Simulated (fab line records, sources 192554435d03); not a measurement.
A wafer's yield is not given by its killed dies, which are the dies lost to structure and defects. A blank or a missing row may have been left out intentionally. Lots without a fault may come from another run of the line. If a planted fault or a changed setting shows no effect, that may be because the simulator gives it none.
fab line records	flow n5-finfet
record: lots: 10	wafers: 29	last-day: 19
route steps=1938 shown BEOL_M0_SAQP@633 BEOL_M0@736 BEOL_M4@1111 PASSIVATION@1936
lots that met no fault: from a run of the same line without faults
start-h: hours from the record's first day to the start of the lot's first wafer shown	wait-h: hours from the lot's prior step to this one	" repeats the value in the row above	L1.1+2: one row covering several wafers at once	- no value, or no start given	* or withheld: withheld	< > ~ a bound
route shown NAME@n: names a module that has steps shown in the file, with the first one's number in the route	usual: mean/standard deviation taken from wafers without a fault	same: alike in all rows	chamber/n: place in a boat	sites: each site's reading	_std_site: their standard deviation	_edge_site: outer sites' mean less inner sites'	radius-mm: how far each site lies from the wafer's centre	mask NAME#n: copy n	behind: the last tool/chamber to shape the wafer	hold: why the lot was held/for how many hours/how that ended	device: transistor that didn't switch, given as n, p or np	end of line: the tests these same wafers got at the end of their route	where a step has no rows: the recipe by itself	killed: count of dies lost to structure and defects at first sort (not the wafer's yield)	map: shows each die of a wafer: x if killed, . if not, _ if none is there
set.NAME: the run value of the setting; set.NAME@STEP: its run value at that earlier step	model.NAME: the simulator's own value behind a step, which no gauge read
steps of the route over a sample of lots; a table a step, a row a wafer
services: a tool's chamber out of use, with start hour (start-h, from the record's first day; less than 0 if before it), hours out, and reason
== steps ==
step: N5_BEOL_M0_SAQP_ILD_DEP_01
recipe: material: SiOC	target-thk-a: 454.19	temp-c: 350	precursor: DEMS/O2	pressure-torr: 5	rf-w: 500	time-s: 8.7
usual: heater-power-w: 493/65	showerhead-plenum-p-Torr: 5.692/0.011	showerhead-vpp-V: 1340/45	throttle-valve-pct: 11.6/0.66
lot.wafer	tool	chamber	start-h	wait-h	heater-power-w	showerhead-plenum-p-Torr	showerhead-vpp-V	throttle-valve-pct
L340.1	pecvd-02	2	120.79	0.0	458	5.685	1334	11.9
L340.3	"	0	"	"	600	5.716	1341	11.8
L340.4	"	0	"	"	590	5.713	1342	11.9
L341.1	pecvd-01	2	128.02	0.0	415	5.692	1334	10.5
L341.2	"	1	"	"	463	5.685	1349	12.2
L341.3	"	1	"	"	454	5.697	1359	12.4
L342.2	pecvd-04	2	136.02	0.0	587	5.691	1339	11.0
L342.4	"	1	"	"	425	5.708	1361	12.1
L342.5	"	0	"	"	460	5.683	1235	11.3
L345.1	pecvd-01	0	149.28	0.0	632	5.692	1388	11.4
L345.3	"	1	"	"	444	5.674	1346	12.1
L345.4	"	1	"	"	444	5.676	1361	12.2
L347.1	pecvd-04	0	163.55	0.0	472	5.688	1231	11.5
L347.4	"	1	"	"	453	5.692	1338	12.3
L347.6	"	0	"	"	483	5.680	1213	11.7
L348.3	pecvd-04	0	176.58	0.0	452	5.705	1230	11.6
L348.5	"	0	"	"	454	5.672	1260	11.3
L348.6	"	1	"	"	428	5.680	1335	12.1
L349.4	pecvd-04	2	189.17	0.0	542	5.695	1339	10.6
L349.5	"	0	"	"	430	5.685	1213	11.4
L349.6	"	1	"	"	444	5.703	1331	12.2
L351.1	pecvd-01	1	195.16	0.0	462	5.690	1382	12.1
L351.3	"	0	"	"	561	5.697	1380	11.6
L351.6	"	0	"	"	554	5.704	1405	11.6
L358.2	pecvd-01	0	231.02	0.0	621	5.689	1380	11.6
L358.4	"	1	"	"	482	5.690	1389	12.3
L358.5	"	0	"	"	600	5.690	1382	11.4
L360.3	pecvd-01	1	243.74	0.0	451	5.682	1358	12.3
L360.6	"	0	"	"	584	5.684	1387	11.5
step: N5_BEOL_M0_SPUTTER_132
recipe: material: Cu	target-thk-a: 40	temp-c: -20	chamber-pressure-pa: 0.07	power-w: withheld	time-s: 7.37
usual: chuck-gas-flow-sccm: 1.26/0.053	throttle-valve-pct: 30.8/1.3
lot.wafer	tool	chamber	start-h	wait-h	chuck-gas-flow-sccm	throttle-valve-pct
L340.1	pvd-sputter-03	-	134.55	0.0	1.22	30.7
L340.3	"	-	"	"	1.19	29.0
L340.4	"	-	"	"	1.18	30.4
L341.1	pvd-sputter-01	-	140.84	0.0	1.35	31.4
L341.2	"	-	"	"	1.30	29.9
L341.3	"	-	"	"	1.25	33.3
L342.2	pvd-sputter-03	-	146.19	0.0	1.31	30.6
L342.4	"	-	"	"	1.36	28.9
L342.5	"	-	"	"	1.30	29.0
L345.1	pvd-sputter-02	-	162.84	0.0	1.27	30.5
L345.3	"	-	"	"	1.28	30.9
L345.4	"	-	"	"	1.26	27.9
L347.1	pvd-sputter-03	-	175.67	0.0	1.35	32.5
L347.4	"	-	"	"	1.30	29.3
L347.6	"	-	"	"	1.26	30.3
L348.3	pvd-sputter-03	-	193.77	0.0	1.36	30.7
L348.5	"	-	"	"	1.26	32.8
L348.6	"	-	"	"	1.20	30.7
L349.4	pvd-sputter-01	-	198.92	0.0	1.21	30.8
L349.5	"	-	"	"	1.29	31.2
L349.6	"	-	"	"	1.29	30.7
L351.1	pvd-sputter-02	-	205.25	0.0	1.32	31.2
L351.3	"	-	"	"	1.23	28.0
L351.6	"	-	"	"	1.23	28.0
L358.2	pvd-sputter-03	-	243.51	0.0	1.19	29.0
L358.4	"	-	"	"	1.23	30.9
L358.5	"	-	"	"	1.27	33.0
L360.3	pvd-sputter-01	-	257.11	0.0	1.26	29.9
L360.6	"	-	"	"	1.22	29.7
step: N5_BEOL_M0_ANNEAL_133
recipe: temp-c: 400	time-s: 60	ambient: vacuum
usual: heater-power-w: 838/59	susceptor_temp_C_max: 401.1/0.41
lot.wafer	tool	chamber	start-h	wait-h	heater-power-w	susceptor_temp_C_max
L340.1	pvd-sputter-03	-	134.63	0.0	833	401.6
L340.3	"	-	"	"	796	401.4
L340.4	"	-	"	"	878	401.4
L341.1	pvd-sputter-01	-	140.92	0.0	850	400.6
L341.2	"	-	"	"	932	401.2
L341.3	"	-	"	"	900	401.8
L342.2	pvd-sputter-03	-	146.27	0.0	814	402.0
L342.4	"	-	"	"	780	401.2
L342.5	"	-	"	"	772	401.8
L345.1	pvd-sputter-02	-	162.92	0.0	825	401.0
L345.3	"	-	"	"	709	401.4
L345.4	"	-	"	"	854	401.0
L347.1	pvd-sputter-03	-	175.75	0.0	818	401.3
L347.4	"	-	"	"	777	400.9
L347.6	"	-	"	"	804	401.1
L348.3	pvd-sputter-03	-	193.85	0.0	817	401.9
L348.5	"	-	"	"	828	400.9
L348.6	"	-	"	"	827	401.4
L349.4	pvd-sputter-01	-	199.00	0.0	852	400.7
L349.5	"	-	"	"	857	400.6
L349.6	"	-	"	"	830	400.7
L351.1	pvd-sputter-02	-	205.33	0.0	719	401.3
L351.3	"	-	"	"	850	400.5
L351.6	"	-	"	"	876	401.1
L358.2	pvd-sputter-03	-	243.59	0.0	769	401.1
L358.4	"	-	"	"	894	400.9
L358.5	"	-	"	"	830	400.9
L360.3	pvd-sputter-01	-	257.19	0.0	923	401.3
L360.6	"	-	"	"	956	401.2
step: N5_BEOL_M0_ANNEAL_119
recipe: temp-c: 225	time-s: 90	ambient: N2
usual: wafer_temp_C_max: 226.05/0.25
lot.wafer	tool	chamber	start-h	wait-h	wafer_temp_C_max
L340.1	rtp-anneal-01	0	134.98	0.1	226.08
L340.3	"	0	"	"	226.40
L340.4	"	0	"	"	225.99
L341.1	rtp-anneal-01	0	141.29	0.1	225.88
L341.2	"	0	"	"	226.24
L341.3	"	0	"	"	226.30
L342.2	rtp-anneal-02	0	146.67	0.1	225.78
L342.4	"	0	"	"	225.84
L342.5	"	0	"	"	226.12
L345.1	rtp-anneal-02	0	163.27	0.1	226.12
L345.3	"	0	"	"	225.85
L345.4	"	0	"	"	226.11
L347.1	rtp-anneal-01	0	176.36	0.3	226.50
L347.4	"	0	"	"	226.17
L347.6	"	0	"	"	226.49
L348.3	rtp-anneal-02	0	194.29	0.1	226.08
L348.5	"	0	"	"	226.63
L348.6	"	0	"	"	225.92
L349.4	rtp-anneal-02	0	199.49	0.2	226.12
L349.5	"	0	"	"	226.64
L349.6	"	0	"	"	226.07
L351.1	rtp-anneal-01	0	205.68	0.1	226.01
L351.3	"	0	"	"	226.48
L351.6	"	0	"	"	226.17
L358.2	rtp-anneal-01	0	244.75	0.9	225.78
L358.4	"	0	"	"	226.34
L358.5	"	0	"	"	225.88
L360.3	rtp-anneal-01	0	257.73	0.2	226.04
L360.6	"	0	"	"	226.26
step: N5_BEOL_M0_RS_MEAS_126
recipe: thk-meas-gauge: four-point-probe	reads: Co_of_BEOL_M0_CO_CAP_123+Cu_of_BEOL_M0_ECD_118+Co_of_BEOL_M0_CVD_115+TaN_of_BEOL_M0_ALD_136
usual: M0_RS: 0.539/0.02
lot.wafer	tool	chamber	start-h	wait-h	M0_RS[ohm/sq]
L340.1	film-metro-01	-	136.00	0.0	0.539
L340.3	"	-	"	"	0.545
L340.4	"	-	"	"	0.545
L341.1	film-metro-02	-	142.14	0.0	0.563
L341.2	"	-	"	"	0.571
L341.3	"	-	"	"	0.524
L342.2	film-metro-01	-	147.63	0.1	0.513
L342.4	"	-	"	"	0.525
L342.5	"	-	"	"	0.517
L345.1	film-metro-02	-	164.14	0.0	0.569
L345.3	"	-	"	"	0.559
L345.4	"	-	"	"	0.535
L347.1	film-metro-02	-	179.32	0.0	0.549
L347.4	"	-	"	"	0.536
L347.6	"	-	"	"	0.524
L348.3	film-metro-02	-	195.06	0.1	0.531
L348.5	"	-	"	"	0.520
L348.6	"	-	"	"	0.546
L349.4	film-metro-02	-	200.21	0.0	0.513
L349.5	"	-	"	"	0.523
L349.6	"	-	"	"	0.527
L351.1	film-metro-01	-	206.56	0.1	0.523
L351.3	"	-	"	"	0.526
L351.6	"	-	"	"	0.521
L358.2	film-metro-02	-	245.57	0.1	0.790
L358.4	"	-	"	"	0.539
L358.5	"	-	"	"	0.536
L360.3	film-metro-01	-	258.50	0.1	0.532
L360.6	"	-	"	"	0.769
step: N5_BEOL_M4_RC_MEAS_101
usual: DIBL_N: 36.1/1.4	DIBL_P: 36.3/1.4	IOFF_N: 0.154/0.021	IOFF_P: 0.21/0.032	ION_N: 670/8.1	ION_P: 461/7	SS_N: 71.4/0.49	SS_P: 73.3/0.5	VT_N: 250.4/2.6	VT_P: -250/3.7
lot.wafer	tool	chamber	start-h	wait-h	DIBL_N[mV/V]	DIBL_P[mV/V]	IOFF_N[nA/um]	IOFF_P[nA/um]	ION_N[uA/um]	ION_P[uA/um]	SS_N[mV/dec]	SS_P[mV/dec]	VT_N[mV]	VT_P[mV]
L340.1	prober-01	0	205.64	0.0	36.2	36.9	0.161	0.19	672	455	70.7	73.9	249.6	-253
L340.3	"	0	"	"	36.6	38.1	0.170	0.21	673	459	71.9	74.1	250.5	-256
L340.4	"	0	"	"	38.0	40.1	0.195	0.25	679	464	71.2	73.9	248.4	-248
L341.1	prober-01	0	208.65	0.0	35.9	35.7	0.133	0.21	672	469	70.8	72.8	254.0	-249
L341.2	"	0	"	"	34.8	33.5	0.114	0.18	657	464	70.9	72.1	257.3	-254
L341.3	"	0	"	"	37.2	36.3	0.153	0.22	672	464	70.8	73.4	250.8	-248
L342.2	prober-02	0	211.23	0.2	33.3	32.9	0.124	0.22	664	472	70.8	73.2	252.9	-244
L342.4	"	0	"	"	36.0	35.6	0.170	0.28	676	475	71.4	73.1	246.2	-242
L342.5	"	0	"	"	34.6	34.2	0.146	0.25	681	480	71.1	72.8	250.2	-241
L345.1	prober-02	0	228.04	0.0	36.0	36.1	0.164	0.26	671	467	71.0	73.4	248.0	-244
L345.3	"	0	"	"	36.1	36.0	0.164	0.26	669	468	71.2	74.3	248.1	-245
L345.4	"	0	"	"	34.7	34.3	0.138	0.24	676	472	70.9	73.3	251.7	-248
L347.1	prober-01	0	248.04	0.0	35.1	36.0	0.141	0.20	662	457	71.4	73.0	254.2	-249
L347.4	"	0	"	"	36.4	37.5	0.166	0.22	678	466	71.6	73.6	249.0	-251
L347.6	"	0	"	"	35.4	36.5	0.148	0.21	668	464	71.1	73.7	252.4	-250
L348.3	prober-01	0	255.33	0.3	37.1	35.0	0.145	0.19	661	449	70.9	72.9	252.3	-252
L348.5	"	0	"	"	38.1	36.5	0.171	0.22	664	459	71.4	73.3	250.1	-250
L348.6	"	0	"	"	36.8	35.5	0.142	0.19	663	458	71.2	72.8	250.8	-254
L351.1	prober-01	0	260.26	0.0	34.6	35.6	0.141	0.17	676	457	71.6	73.4	252.6	-256
L351.3	"	0	"	"	35.1	35.7	0.139	0.16	673	448	71.4	73.7	254.0	-257
L351.6	"	0	"	"	32.7	31.8	0.103	0.12	649	439	70.6	72.3	258.4	-259
L349.4	prober-01	0	272.69	0.5	36.6	36.9	0.168	0.25	666	461	71.9	73.8	248.4	-245
L349.5	"	0	"	"	35.7	36.5	0.154	0.23	666	464	71.9	73.5	250.2	-249
L349.6	"	0	"	"	35.4	35.8	0.154	0.23	668	461	72.2	73.0	253.2	-250
L358.2	prober-02	0	328.64	0.2	37.8	38.2	0.167	0.22	665	453	71.4	73.6	249.4	-250
L358.4	"	0	"	"	37.4	37.7	0.154	0.21	661	459	71.3	73.1	250.7	-251
L358.5	"	0	"	"	38.6	39.7	0.186	0.24	679	463	71.7	73.4	250.4	-251
L360.3	prober-01	0	339.87	0.3	38.4	39.0	0.203	0.27	669	463	72.2	74.1	247.8	-246
L360.6	"	0	"	"	37.2	37.6	0.176	0.25	677	469	71.7	73.3	249.6	-245
step: N5_PASSIVATION_PROBE_49
usual: defect-limited-yield: 91.0/1.6	killed_at_M0_to_M3: 35/11	killed_at_M4_up: 14/5.1	killed-at-contacts: 12/6.6	killed-at-front-end: 41/12	killed-at-other: 4/3	killed-dies: 107/19	killed-open: 70/15	killed-short: 35/8.5	sort_bin_5_function: 5.3/1	sort_bin_6_memory: 3.4/0.73	sort_bin_8_speed: 0.00/0.007	sort-n-pass: 1073/19	sort-yield-pct: 91.0/1.6
same: gross-dies: 1180	killed-at-back-side: 0	sort_bin_4_leakage[%]: 0
lot.wafer	tool	chamber	start-h	wait-h	defect-limited-yield[%]	killed_at_M0_to_M3	killed_at_M4_up	killed-at-contacts	killed-at-front-end	killed-at-other	killed-dies	killed-open	killed-short	sort_bin_5_function[%]	sort_bin_6_memory[%]	sort_bin_8_speed[%]	sort-n-pass	sort-yield-pct[%]
L341.1	prober-01	-	318.43	0.0	91.6	31	7	8	50	3	99	59	36	4.2	3.8	0	1081	91.6
L341.2	prober-01	-	318.48	0.1	90.8	27	11	12	53	6	109	59	50	5.8	3.1	0	1071	90.8
L341.3	prober-01	-	318.53	0.1	91.2	29	5	7	51	12	104	52	52	5.4	2.6	0	1076	91.2
L340.1	prober-01	-	319.03	0.0	92.5	26	14	13	35	0	88	57	29	4.7	2.3	0	1092	92.5
L340.3	prober-01	-	319.13	0.1	89.1	35	11	13	64	6	129	87	38	6.6	3.8	0	1051	89.1
L340.4	prober-01	-	319.18	0.2	93.6	27	7	8	31	3	76	44	31	3.1	3.1	0	1104	93.6
L342.2	prober-02	-	319.71	0.1	89.8	43	10	18	40	9	120	79	40	6.0	3.6	0	1060	89.8
L342.4	prober-02	-	319.81	0.2	90.6	48	13	12	34	4	111	67	42	5.2	3.7	0	1069	90.6
L342.5	prober-02	-	319.86	0.2	88.7	58	12	14	45	4	133	93	40	6.8	4.2	0	1047	88.7
L345.1	prober-01	-	332.32	0.0	90.3	40	14	10	46	4	114	82	30	5.8	3.8	0	1066	90.3
L345.3	prober-01	-	332.42	0.1	90.5	38	19	12	41	2	112	75	33	5.2	3.9	0	1068	90.5
L345.4	prober-01	-	332.47	0.2	90.3	32	10	14	58	0	114	79	35	5.3	3.8	0	1066	90.3
L347.1	prober-01	-	347.51	0.0	91.4	49	15	4	25	8	101	70	31	4.7	3.6	0	1079	91.4
L347.4	prober-01	-	347.66	0.2	88.7	54	5	16	48	10	133	75	53	6.4	4.2	0	1047	88.7
L347.6	prober-01	-	347.76	0.3	91.5	58	5	5	27	5	100	64	35	5.0	3.2	0	1080	91.5
L351.1	prober-02	-	355.55	0.0	91.7	32	19	10	36	1	98	60	37	4.7	3.1	0	1082	91.7
L351.3	prober-02	-	355.65	0.1	91.2	34	14	12	43	1	104	67	37	5.1	3.5	0	1076	91.2
L351.6	prober-02	-	355.80	0.3	92.6	31	15	12	27	2	87	56	31	4.1	3.2	0.08	1092	92.5
L348.3	prober-01	-	361.43	0.1	91.0	26	22	5	48	5	106	73	32	5.3	3.5	0	1074	91.0
L348.5	prober-01	-	361.53	0.2	89.9	31	14	24	44	6	119	92	26	5.8	4.1	0	1061	89.9
L348.6	prober-01	-	361.58	0.3	88.7	32	14	4	75	8	133	98	35	7.9	3.2	0	1047	88.7
L349.4	prober-02	-	377.21	0.2	92.3	35	13	10	33	0	91	63	25	4.8	2.5	0	1089	92.3
L349.5	prober-02	-	377.26	0.2	91.1	29	8	20	45	3	105	80	25	5.5	3.1	0	1075	91.1
L349.6	prober-02	-	377.31	0.3	90.7	52	14	14	27	3	110	78	32	5.3	3.7	0	1070	90.7
L358.2	prober-01	-	440.45	0.1	88.6	41	12	36	44	1	134	82	50	6.6	4.3	0	1046	88.6
L358.4	prober-01	-	440.55	0.2	88.3	70	11	11	42	4	138	87	50	6.1	5.3	0	1042	88.3
L358.5	prober-01	-	440.60	0.2	87.5	42	11	17	70	7	147	90	54	6.8	4.9	0	1033	87.5
L360.3	prober-01	-	457.14	0.1	89.6	54	15	23	29	2	123	100	22	6.7	3.5	0	1057	89.6
L360.6	prober-01	-	457.29	0.3	90.3	44	21	21	28	0	114	86	28	5.6	3.6	0	1066	90.3
killed by level:class
L341.1 FIN_SAQP:geometric-particle:open=11 DUMMY_GATE:geometric-particle:open=11 GATE_CUT:geometric-particle:short=8 FIN_SAQP:geometric-particle:short=7 MOL_CONTACT_COAG:geometric-particle:open=7 BEOL_M1:geometric-particle:open=7 BEOL_M2:geometric-particle:open=6 BEOL_M0_SAQP:geometric-particle:open=4
L341.2 FIN_SAQP:geometric-particle:short=13 MOL_CONTACT_COAG:geometric-particle:open=9 DUMMY_GATE:geometric-particle:open=8 GATE_CUT:geometric-particle:short=8 BEOL_M0_SAQP:geometric-particle:short=8 FIN_SAQP:geometric-particle:open=7 BEOL_M0_SAQP:geometric-particle:open=6 BEOL_M3:geometric-particle:open=5
L341.3 FIN_SAQP:geometric-particle:short=11 STI_FIN_REVEAL:geometric-particle:open=11 GATE_CUT:geometric-particle:short=11 BEOL_M1:geometric-particle:open=9 MIM_TOP_ETCH:geometric-particle:open=5 FIN_SAQP:geometric-particle:open=5 MOL_CONTACT_COAG:geometric-particle:open=5 MIM_TOP_ETCH:geometric-particle:short=5
L340.1 MOL_CONTACT_COAG:geometric-particle:open=11 STI_FIN_REVEAL:geometric-particle:open=9 STARTING-WAFER:geometric-particle:short=6 BEOL_M0:geometric-particle:open=6 GATE_CUT:geometric-particle:short=5 BEOL_M1:geometric-particle:open=5 BEOL_M0_SAQP:geometric-particle:open=4 BEOL_M0_SAQP:geometric-particle:short=4
L340.3 STI_FIN_REVEAL:geometric-particle:open=24 BEOL_M3:geometric-particle:open=14 MOL_CONTACT_COAG:geometric-particle:open=13 FIN_SAQP:geometric-particle:open=12 FIN_SAQP:geometric-particle:short=10 BEOL_M0:geometric-particle:short=6 BEOL_M4:coat-microbubble-printed=4 BEOL_M0_SAQP:geometric-particle:open=4
L340.4 FIN_SAQP:geometric-particle:short=8 MOL_CONTACT_COAG:geometric-particle:open=7 BEOL_M0:geometric-particle:short=7 STI_FIN_REVEAL:geometric-particle:open=5 BEOL_M0_SAQP:geometric-particle:short=5 BEOL_M2:geometric-particle:open=5 STARTING-WAFER:geometric-particle:open=5 BEOL_M4:geometric-particle:open=4
L342.2 MOL_CONTACT_COAG:geometric-particle:open=12 STI_FIN_REVEAL:geometric-particle:open=11 BEOL_M0_SAQP:geometric-particle:short=11 BEOL_M0_SAQP:geometric-particle:open=9 BEOL_M3:geometric-particle:open=7 FIN_SAQP:geometric-particle:open=6 MOL_CONTACT_COAG:geometric-particle:short=6 FIN_SAQP:geometric-particle:short=5
L342.4 BEOL_M0_SAQP:geometric-particle:short=16 BEOL_M0_SAQP:geometric-particle:open=14 MOL_CONTACT_COAG:geometric-particle:open=10 STI_FIN_REVEAL:geometric-particle:open=8 FIN_SAQP:geometric-particle:short=5 BEOL_M1:geometric-particle:open=5 BEOL_M4:geometric-particle:open=5 GATE_CUT:geometric-particle:open=4
L342.5 STI_FIN_REVEAL:geometric-particle:open=17 BEOL_M0_SAQP:geometric-particle:open=17 BEOL_M0_SAQP:geometric-particle:short=15 MOL_CONTACT_COAG:geometric-particle:open=10 BEOL_M1:geometric-particle:open=9 BEOL_M4:geometric-particle:open=7 FIN_SAQP:geometric-particle:open=6 FIN_SAQP:geometric-particle:short=6
L345.1 STI_FIN_REVEAL:geometric-particle:open=13 BEOL_M0_SAQP:geometric-particle:open=10 MOL_CONTACT_COAG:geometric-particle:open=9 FIN_SAQP:geometric-particle:open=8 DUMMY_GATE:geometric-particle:open=8 BEOL_M0_SAQP:geometric-particle:short=7 BEOL_M1:geometric-particle:open=6 BEOL_M2:geometric-particle:open=5
L345.3 BEOL_M0_SAQP:geometric-particle:open=14 STI_FIN_REVEAL:geometric-particle:open=12 MOL_CONTACT_COAG:geometric-particle:open=11 BEOL_M4:geometric-particle:open=7 ILD0:geometric-particle:open=6 GATE_CUT:geometric-particle:short=5 BEOL_M3:geometric-particle:open=5 BEOL_M3:geometric-particle:short=5
L345.4 FIN_SAQP:geometric-particle:open=17 STI_FIN_REVEAL:geometric-particle:open=12 MOL_CONTACT_COAG:geometric-particle:open=12 BEOL_M0_SAQP:geometric-particle:open=12 BEOL_M0_SAQP:geometric-particle:short=9 FIN_SAQP:geometric-particle:short=6 DUMMY_GATE:geometric-particle:open=6 ILD0:geometric-particle:open=3
L347.1 BEOL_M0_SAQP:geometric-particle:open=14 BEOL_M1:geometric-particle:open=8 BEOL_M3:geometric-particle:open=8 BEOL_M0_SAQP:geometric-particle:short=7 BEOL_M5:geometric-particle:open=7 GATE_CUT:geometric-particle:open=4 MOL_CONTACT_COAG:geometric-particle:open=4 STI_FIN_REVEAL:geometric-particle:open=3
L347.4 BEOL_M0_SAQP:geometric-particle:open=22 BEOL_M0_SAQP:geometric-particle:short=16 MOL_CONTACT_COAG:geometric-particle:open=12 FIN_SAQP:geometric-particle:open=8 GATE_CUT:geometric-particle:short=8 BEOL_M3:geometric-particle:open=8 STI_FIN_REVEAL:geometric-particle:open=6 HKMG_FIN:area-etch=5
L347.6 BEOL_M1:geometric-particle:open=18 BEOL_M0_SAQP:geometric-particle:short=17 BEOL_M0_SAQP:geometric-particle:open=13 STARTING-WAFER:geometric-particle:open=5 FIN_SAQP:geometric-particle:open=4 STI_FIN_REVEAL:geometric-particle:open=4 MOL_CONTACT_COAG:geometric-particle:open=4 BEOL_M3:geometric-particle:open=4
L351.1 BEOL_M0_SAQP:geometric-particle:short=14 MOL_CONTACT_COAG:geometric-particle:open=9 FIN_SAQP:geometric-particle:open=8 BEOL_M0_SAQP:geometric-particle:open=8 FIN_SAQP:geometric-particle:short=7 BEOL_M5:geometric-particle:open=6 BEOL_M1:geometric-particle:open=5 STI_FIN_REVEAL:geometric-particle:open=4
L351.3 BEOL_M0_SAQP:geometric-particle:open=11 STI_FIN_REVEAL:geometric-particle:open=10 MOL_CONTACT_COAG:geometric-particle:open=10 FIN_SAQP:geometric-particle:open=7 BEOL_M0_SAQP:geometric-particle:short=7 FIN_SAQP:geometric-particle:short=4 STI_FIN_REVEAL:geometric-particle:short=4 DUMMY_GATE:geometric-particle:open=4
L351.6 MOL_CONTACT_COAG:geometric-particle:open=10 BEOL_M0_SAQP:geometric-particle:short=8 BEOL_M0_SAQP:geometric-particle:open=6 BEOL_M3:geometric-particle:open=6 STI_FIN_REVEAL:geometric-particle:open=5 BEOL_M1:geometric-particle:open=5 BEOL_M4:geometric-particle:open=5 BEOL_M5:geometric-particle:open=5
L348.3 FIN_SAQP:geometric-particle:open=15 STI_FIN_REVEAL:geometric-particle:open=12 BEOL_M2:geometric-particle:open=7 BEOL_M0_SAQP:geometric-particle:short=6 BEOL_M4:geometric-particle:open=6 BEOL_M3:geometric-particle:open=6 FIN_SAQP:geometric-particle:short=5 MOL_CONTACT_COAG:geometric-particle:short=4
L348.5 MOL_CONTACT_COAG:geometric-particle:open=22 STI_FIN_REVEAL:geometric-particle:open=14 FIN_SAQP:geometric-particle:open=9 FIN_SAQP:geometric-particle:short=8 BEOL_M3:geometric-particle:open=7 BEOL_M2:geometric-particle:open=6 DUMMY_GATE:geometric-particle:open=5 BEOL_M1:geometric-particle:open=5
L348.6 STI_FIN_REVEAL:geometric-particle:open=36 DUMMY_GATE:geometric-particle:open=11 FIN_SAQP:geometric-particle:open=8 BEOL_M2:geometric-particle:open=7 FIN_SAQP:geometric-particle:short=5 BEOL_M0_SAQP:geometric-particle:short=5 BEOL_M1:geometric-particle:open=5 STI_FIN_REVEAL:geometric-particle:short=4
L349.4 BEOL_M0_SAQP:geometric-particle:open=14 MOL_CONTACT_COAG:geometric-particle:open=9 BEOL_M8:geometric-particle:open=7 FIN_SAQP:geometric-particle:open=6 BEOL_M0_SAQP:geometric-particle:short=6 DUMMY_GATE:geometric-particle:open=5 BEOL_M2:geometric-particle:open=5 STI_FIN_REVEAL:geometric-particle:open=4
L349.5 MOL_CONTACT_COAG:geometric-particle:open=18 STI_FIN_REVEAL:geometric-particle:open=16 FIN_SAQP:geometric-particle:open=9 BEOL_M0_SAQP:geometric-particle:open=9 BEOL_M2:geometric-particle:open=6 FIN_SAQP:geometric-particle:short=5 DUMMY_GATE:geometric-particle:open=5 BEOL_M0_SAQP:geometric-particle:short=4
L349.6 BEOL_M0_SAQP:geometric-particle:open=15 MOL_CONTACT_COAG:geometric-particle:open=11 BEOL_M0_SAQP:geometric-particle:short=10 BEOL_M2:geometric-particle:open=9 FIN_SAQP:geometric-particle:open=8 BEOL_M0:geometric-particle:open=8 BEOL_M4:geometric-particle:open=7 STI_FIN_REVEAL:geometric-particle:open=6
L358.2 MOL_CONTACT_COAG:geometric-particle:open=27 FIN_SAQP:geometric-particle:short=16 FIN_SAQP:geometric-particle:open=12 BEOL_M0_SAQP:geometric-particle:short=11 BEOL_M0_SAQP:geometric-particle:open=10 MOL_CONTACT_COAG:geometric-particle:short=9 BEOL_M2:geometric-particle:open=6 BEOL_M3:geometric-particle:open=6
L358.4 FIN_SAQP:geometric-particle:open=20 BEOL_M0_SAQP:geometric-particle:short=17 BEOL_M3:geometric-particle:open=13 BEOL_M0_SAQP:geometric-particle:open=12 BEOL_M2:geometric-particle:open=12 FIN_SAQP:geometric-particle:short=11 MOL_CONTACT_COAG:geometric-particle:open=9 BEOL_M4:geometric-particle:open=9
L358.5 FIN_SAQP:geometric-particle:short=20 FIN_SAQP:geometric-particle:open=17 BEOL_M2:geometric-particle:open=15 MOL_CONTACT_COAG:geometric-particle:open=15 BEOL_M0_SAQP:geometric-particle:open=9 DUMMY_GATE:geometric-particle:open=6 GATE_CUT:geometric-particle:short=6 BEOL_M0_SAQP:geometric-particle:short=6
L360.3 MOL_CONTACT_COAG:geometric-particle:open=19 BEOL_M2:geometric-particle:open=12 BEOL_M1:geometric-particle:open=9 BEOL_M0_SAQP:geometric-particle:open=9 BEOL_M3:geometric-particle:open=9 BEOL_M0_SAQP:geometric-particle:short=8 BEOL_M4:geometric-particle:open=8 STI_FIN_REVEAL:geometric-particle:open=6
L360.6 MOL_CONTACT_COAG:geometric-particle:open=18 BEOL_M4:geometric-particle:open=12 BEOL_M3:geometric-particle:open=9 BEOL_M0_SAQP:geometric-particle:short=9 BEOL_M1:geometric-particle:open=9 BEOL_M0_SAQP:geometric-particle:open=8 BEOL_M2:geometric-particle:open=7 DUMMY_GATE:geometric-particle:open=4
== services ==
tool	chamber	start-h	hours	kind
pvd-sputter-02	-	97.98	14.7	repair
pecvd-04	1	117.94	4.9	repair
pecvd-01	2	122.38	2.1	scheduled-down
pecvd-01	0	127.96	5.0	scheduled-down
pecvd-02	-	188.31	0.4	repair
pecvd-04	-	205.06	2.8	pm
pecvd-02	-	217.60	2.5	repair
pecvd-04	0	228.16	5.5	scheduled-down
pecvd-01	-	231.21	0.4	repair
pecvd-01	-	241.99	0.7	repair
rtp-anneal-01	-	245.16	5.3	pm
pecvd-01	1	247.33	8.2	repair
pecvd-02	1	251.49	5.0	scheduled-down
pecvd-04	-	251.81	1.5	repair
pecvd-01	2	257.10	2.0	repair
== key ==
first-sign: step: N5_BEOL_M0_RS_MEAS_126	reading: M0_RS	direction: up	sigmas: 12	usual: 0.539	struck: 0.780
effect none on later readings
met-at N5_BEOL_M0_SAQP_ILD_DEP_01
struck-lots L358,L360
struck-wafers L358.2,L360.6
not-acting-at N5_BEOL_M0_SPUTTER_132,N5_BEOL_M0_ANNEAL_133,N5_BEOL_M0_ANNEAL_119
onset-between 195.16 231.02
fault: kind: process-parameter-drift	tool: pecvd-01	chamber: -	onset-h: 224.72	steps: N5_BEOL_M0_SAQP_ILD_DEP_01	channel: time-s	offset: *	shape: step	end-h: 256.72	scope: struck-wafers-only	acts-in: *	stated: *
